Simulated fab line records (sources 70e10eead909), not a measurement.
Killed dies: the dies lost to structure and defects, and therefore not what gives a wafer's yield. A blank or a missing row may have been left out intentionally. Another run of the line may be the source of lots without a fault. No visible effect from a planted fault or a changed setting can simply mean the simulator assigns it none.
The same fault as seen by 3 desks | flow nand-harc | what lay behind the numbers comes last; until then each desk has only its own

== METROLOGY DESK ==
What the gauges read, lot by lot, whatever tool the lot ran on: means of the sampled wafers that have a number. If a lot's mean is further than 4 standard deviations from the usual mean, the lot is out of limits and carries the mark OUT (the distance appears in the brackets).
Columns: A = thk-nm at NHARC_P_BONDPAD_THK_MEAS_20, usual 160.9 nm
lot  | first seen here | A
L217 | day 6 19:00     | 160.5
L218 | day 7 03:11     | 159.4
L221 | day 8 11:44     | 160.0
L223 | day 9 15:17     | 159.0
L225 | day 10 05:08    | 159.0
L226 | day 10 15:29    | 161.0
L227 | day 11 00:26    | 162.1
L229 | day 12 01:26    | 160.1
L237 | day 15 02:11    | 161.4
L238 | day 15 19:02    | 161.8
L239 | day 15 22:00    | 160.9
L240 | day 16 13:01    | 161.2
Finding of this desk: none of the 12 lots has anything out of limits.

== THE DEFECT DESK ==
Per lot, the means of the sampled wafers with a number show what the inspections along the route counted. If a lot's mean is further than 4 standard deviations from the usual mean, the lot is out of limits and carries the mark OUT (the distance appears in the brackets).
Columns: A = raw-defect-count at NHARC_A_ONON_D1_INSPECT_32, usual 73
lot  | first seen here | A
L217 | day 8 12:29     | 77
L218 | day 8 20:17     | 72
L221 | day 10 01:05    | 69
L223 | day 11 10:02    | 56
L225 | day 11 21:45    | 138
L226 | day 12 03:55    | 77
L227 | day 12 12:45    | 81
L229 | day 13 15:54    | 62
L237 | day 16 14:25    | 1111 (+40) OUT
L239 | day 17 08:32    | 969 (+34) OUT
L238 | day 17 08:37    | 62
L240 | day 18 03:17    | 60
Finding of this desk: L237, L239 out of limits; the first was L237 at day 16 14:25, on raw-defect-count at NHARC_A_ONON_D1_INSPECT_32. Within limits: L217, L218, L221, L223, L225, L226, L227, L229, L238, L240.

== DESK OF THE TOOL OWNER: pecvd-02 ==
The tool's own readings at NHARC_A_ONON_D1_DEP_33 (deposits SiO2, target thk 200 nm): means of the sampled wafers that have a number, for each lot that ran on this tool. If a lot's mean is further than 4 standard deviations from the usual mean, the lot is out of limits and carries the mark OUT (the distance appears in the brackets).
Columns: A = heater-power-w at NHARC_A_ONON_D1_DEP_33, usual 557 W; B = susceptor-temp-C at NHARC_A_ONON_D1_DEP_33, usual 400.01 C; C = throttle-valve-pct at NHARC_A_ONON_D1_DEP_33, usual 15.7 %
lot  | first seen here | A   | B      | C
L217 | day 8 12:03     | 527 | 399.98 | 15.4
L218 | day 8 19:54     | 561 | 399.84 | 15.7
L221 | day 10 00:38    | 596 | 400.12 | 15.7
L226 | day 12 03:23    | 574 | 399.86 | 15.4
L229 | day 13 15:29    | 598 | 399.95 | 15.7
L237 | day 16 14:08    | 683 | 400.32 | 16.6
L239 | day 17 08:08    | 590 | 400.03 | 16.7
Finding of this desk: none of the 7 lots has anything out of limits.

== ALL TOGETHER ==
The defect desk could have raised an alarm at day 16 14:25, on L237, L239.
The metrology desk saw nothing out of limits.
The desk of the tool owner found nothing out of limits.
The metrology desk has L237, L239 on record, within its limits.
Tool owner's desk: L237, L239 on record, inside its limits.
Of the lots named, all ran NHARC_A_ONON_D1_DEP_33 on pecvd-02.

== WHAT WAS PUT IN BY THE SIMULATOR ==
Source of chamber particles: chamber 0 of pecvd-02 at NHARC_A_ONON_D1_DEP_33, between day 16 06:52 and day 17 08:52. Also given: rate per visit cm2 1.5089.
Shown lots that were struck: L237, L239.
Hours from the fault's start to each desk's first reading out of limits: the defect desk, 8.
